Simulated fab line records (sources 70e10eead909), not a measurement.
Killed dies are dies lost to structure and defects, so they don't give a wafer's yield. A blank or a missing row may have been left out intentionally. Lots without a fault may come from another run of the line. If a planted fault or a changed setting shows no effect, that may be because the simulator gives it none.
Which tool was responsible? | flow nand_harc | Sampling: 10 lots, 30 wafers, 4 of 1159 route steps

== WHAT THE GAUGES SHOWED, per wafer ==
The record lacks any reading of a measuring or inspecting step that a usual standard deviation could be used to judge.

== TOOL THAT RAN EACH LOT (tool first, then ch and the chambers of the sampled wafers, then the start) ==
lot  | NHARC_P_M2_STRIP_18               | NHARC_P_M2_PVD_20                       | NHARC_P_BONDPAD_ETCH_12           | NHARC_P_BONDPAD_STRIP_15
L428 | rie_diel-09 ch 2,3, day 5 19:32   | pvd_sputter-03, day 6 00:17 or earlier  | rie_diel-06 ch 0,3, day 6 00:17   | rie_diel-06 ch 0,2,3, day 6 00:33
L431 | rie_diel-08 ch 1,2, day 7 04:57   | pvd_sputter-02, day 7 09:14 or earlier  | rie_diel-04 ch 2,3, day 7 09:14   | rie_diel-06 ch 1,2, day 7 09:26
L432 | rie_diel-07 ch 0,1, day 7 08:51   | pvd_sputter-02, day 7 13:14 or earlier  | rie_diel-04 ch 2,3, day 7 13:14   | rie_diel-04 ch 1,2, day 7 13:28
L434 | rie_diel-09 ch 0,1,2, day 7 14:09 | pvd_sputter-02, day 7 18:32 or earlier  | rie_diel-06 ch 0,2,3, day 7 18:32 | rie_diel-06 ch 1,2,3, day 7 18:44
L437 | rie_diel-08 ch 1,2, day 8 09:35   | pvd_sputter-01, day 8 13:49 or earlier  | rie_diel-04 ch 2,3, day 8 13:49   | rie_diel-04 ch 1,2, day 8 14:02
L438 | rie_diel-09 ch 0,2,3, day 8 14:29 | pvd_sputter-02, day 8 19:35 or earlier  | rie_diel-04 ch 2,3, day 8 19:35   | rie_diel-06 ch 1,2, day 8 19:47
L440 | rie_diel-09 ch 0,1,2, day 9 07:40 | pvd_sputter-03, day 9 12:01 or earlier  | rie_diel-04 ch 0,2, day 9 12:01   | rie_diel-04 ch 0,2,3, day 9 12:14
L439 | rie_diel-07 ch 0,2,3, day 9 08:01 | pvd_sputter-02, day 9 12:49 or earlier  | rie_diel-13 ch 0,2, day 9 12:49   | rie_diel-06 ch 0,2,3, day 9 13:04
L447 | rie_diel-09 ch 1,3, day 11 08:20  | pvd_sputter-01, day 11 13:10 or earlier | rie_diel-06 ch 0,3, day 11 13:10  | rie_diel-04 ch 0,1,3, day 11 13:23
L449 | rie_diel-09 ch 0,2, day 11 10:17  | pvd_sputter-02, day 11 15:08 or earlier | rie_diel-13 ch 2,3, day 11 15:08  | rie_diel-04 ch 0,2,3, day 11 15:21
- NHARC_P_M2_STRIP_18: strips in N2/H2.
- NHARC_P_M2_PVD_20: deposits TaN, target thk 5 nm, time 8.06 s.
- NHARC_P_BONDPAD_ETCH_12: etches the open film in CHF3/O2, target depth 200 nm, time 100 s.
- NHARC_P_BONDPAD_STRIP_15: strips in O2.

== WHAT THE TOOLS THEMSELVES READ (means of the sampled wafers that have a number; where no wafer has one, the mark that the record gives instead) ==
NHARC_P_M2_STRIP_18. Usual: drypump_motor_current_A 5.7 A, standard deviation 0.38; oes_product_au 1.000 a.u., standard deviation 0.015; rf_vpp_V 90.7 V, standard deviation 1.1; showerhead_plenum_p_Torr 2.06 Torr, standard deviation 0.11; throttle_valve_pct 14.170 %, standard deviation 0.0091.
lot  | tool        | drypump_motor_current_A (A) | oes_product_au (a.u.) | rf_vpp_V (V) | showerhead_plenum_p_Torr (Torr) | throttle_valve_pct (%) | flag
L428 | rie_diel-09 | 5.9                         | 0.995                 | 90.8         | 2.01                            | 14.163                 |
L431 | rie_diel-08 | 5.3                         | 1.003                 | 91.9         | 2.06                            | 14.168                 |
L432 | rie_diel-07 | 5.7                         | 0.995                 | 91.0         | 2.11                            | 14.166                 |
L434 | rie_diel-09 | 5.7                         | 1.014                 | 90.4         | 1.99                            | 14.167                 |
L437 | rie_diel-08 | 5.3                         | 1.016                 | 91.8         | 2.06                            | 14.183                 |
L438 | rie_diel-09 | 5.5                         | 1.006                 | 90.5         | 2.08                            | 14.172                 |
L440 | rie_diel-09 | 5.7                         | 1.013                 | 90.7         | 1.99                            | 14.175                 |
L439 | rie_diel-07 | 5.8                         | 0.993                 | 89.6         | 2.04                            | 14.176                 |
L447 | rie_diel-09 | 5.8                         | 0.990                 | 90.5         | 2.09                            | 14.164                 |
L449 | rie_diel-09 | 5.3                         | 1.007                 | 91.1         | 2.07                            | 14.167                 |

NHARC_P_M2_PVD_20. Usual: throttle_valve_pct 30.1 %, standard deviation 0.85.
lot  | tool           | throttle_valve_pct (%) | flag
L428 | pvd_sputter-03 | 30.1                   |
L431 | pvd_sputter-02 | 29.7                   |
L432 | pvd_sputter-02 | 29.7                   |
L434 | pvd_sputter-02 | 29.5                   |
L437 | pvd_sputter-01 | 29.2                   |
L438 | pvd_sputter-02 | 29.8                   |
L440 | pvd_sputter-03 | 31.1                   |
L439 | pvd_sputter-02 | 29.2                   |
L447 | pvd_sputter-01 | 29.6                   |
L449 | pvd_sputter-02 | 30.3                   |

NHARC_P_BONDPAD_ETCH_12. Usual: for drypump_motor_current_A, 5.4 A with a standard deviation of 0.41; for o2_flow_sccm, 10.006 sccm with a standard deviation of 0.029; for oes_product_au, 0.927 a.u. with a standard deviation of 0.02; for rf_fwd_power_W, 496.4 W with a standard deviation of 1.6; for rf_vpp_V, 371.4 V with a standard deviation of 1.7; for showerhead_plenum_p_Torr, 2.44 Torr with a standard deviation of 0.066; for throttle_valve_pct, 20.572 % with a standard deviation of 0.0091.
lot  | tool        | drypump_motor_current_A (A) | o2_flow_sccm (sccm) | oes_product_au (a.u.) | rf_fwd_power_W (W) | rf_vpp_V (V) | showerhead_plenum_p_Torr (Torr) | throttle_valve_pct (%) | flag
L428 | rie_diel-06 | 5.4                         | 9.986               | 0.952                 | 497.6              | 372.6        | 2.49                            | 20.574                 |
L431 | rie_diel-04 | 5.1                         | 10.012              | 0.918                 | 495.2              | 371.9        | 2.47                            | 20.570                 |
L432 | rie_diel-04 | 5.0                         | 10.012              | 0.914                 | 495.1              | 371.1        | 2.47                            | 20.567                 |
L434 | rie_diel-06 | 5.3                         | 9.981               | 0.914                 | 497.2              | 373.1        | 2.51                            | 20.569                 |
L437 | rie_diel-04 | 5.0                         | 10.006              | 0.910                 | 497.0              | 371.8        | 2.47                            | 20.579                 |
L438 | rie_diel-04 | 5.1                         | 9.995               | 0.914                 | 496.2              | 372.0        | 2.47                            | 20.574                 |
L440 | rie_diel-04 | 5.2                         | 10.021              | 1.065                 | 629.2              | 371.7        | 2.47                            | 20.572                 | OFF
L439 | rie_diel-13 | 5.5                         | 10.015              | 0.954                 | 497.2              | 368.8        | 2.33                            | 20.576                 |
L447 | rie_diel-06 | 5.1                         | 10.001              | 0.959                 | 495.7              | 372.8        | 2.49                            | 20.565                 |
L449 | rie_diel-13 | 5.4                         | 10.028              | 0.914                 | 498.8              | 368.8        | 2.33                            | 20.572                 |

NHARC_P_BONDPAD_STRIP_15. Usual: drypump_motor_current_A 5.4 A, standard deviation 0.41; o2_flow_sccm 499.9 sccm, standard deviation 1.4; oes_product_au 0.991 a.u., standard deviation 0.01; rf_vpp_V 58.0 V, standard deviation 0.86; showerhead_plenum_p_Torr 3.58 Torr, standard deviation 0.091; throttle_valve_pct 17.036 %, standard deviation 0.0098.
lot  | tool        | drypump_motor_current_A (A) | o2_flow_sccm (sccm) | oes_product_au (a.u.) | rf_vpp_V (V) | showerhead_plenum_p_Torr (Torr) | throttle_valve_pct (%) | flag
L428 | rie_diel-06 | 5.4                         | 500.0               | 0.989                 | 58.2         | 3.69                            | 17.035                 |
L431 | rie_diel-06 | 5.5                         | 499.4               | 1.001                 | 58.7         | 3.64                            | 17.033                 |
L432 | rie_diel-04 | 5.0                         | 501.0               | 0.983                 | 57.7         | 3.58                            | 17.036                 |
L434 | rie_diel-06 | 5.3                         | 498.5               | 0.993                 | 58.1         | 3.63                            | 17.046                 |
L437 | rie_diel-04 | 4.9                         | 500.7               | 0.986                 | 58.0         | 3.57                            | 17.035                 |
L438 | rie_diel-06 | 5.6                         | 499.8               | 0.999                 | 59.2         | 3.63                            | 17.038                 |
L440 | rie_diel-04 | 5.4                         | 499.4               | 0.987                 | 57.3         | 3.62                            | 17.029                 |
L439 | rie_diel-06 | 5.3                         | 499.5               | 1.007                 | 57.9         | 3.68                            | 17.044                 |
L447 | rie_diel-04 | 5.5                         | 499.7               | 0.982                 | 57.7         | 3.56                            | 17.031                 |
L449 | rie_diel-04 | 5.5                         | 500.3               | 0.988                 | 58.5         | 3.61                            | 17.047                 |

== THE ANSWER, worked out from the rows above alone ==
Rule: take the mean of a lot's wafers that have a number; if it is more than 3 standard deviations from the usual mean, the lot is off. A lot without any number at a reading at which 4 lots or more have one is off too. Where the step has rows for the other lots, those lots are counted as sound. First the gauges in route order, then the tools' own readings, where a lot's mean is used as printed above. At the first step where some lot is off, the reading lying furthest off is the one used; lots without a number count as furthest.
Off, at NHARC_P_BONDPAD_ETCH_12 on rf_fwd_power_W: L440.
If a tool, at that step or one of the process steps before it, ran each lot that is off and ran no sound lot following the first of them, it fits. Because NHARC_P_M2_PVD_20 lacks a start for some lots, the hours and order of its lots are taken from NHARC_P_BONDPAD_ETCH_12. Undecided on this evidence; 2 tools fit (pvd_sputter-03 at NHARC_P_M2_PVD_20, rie_diel-04 at NHARC_P_BONDPAD_ETCH_12).

== WHAT THE SIMULATOR HAD INSERTED ==
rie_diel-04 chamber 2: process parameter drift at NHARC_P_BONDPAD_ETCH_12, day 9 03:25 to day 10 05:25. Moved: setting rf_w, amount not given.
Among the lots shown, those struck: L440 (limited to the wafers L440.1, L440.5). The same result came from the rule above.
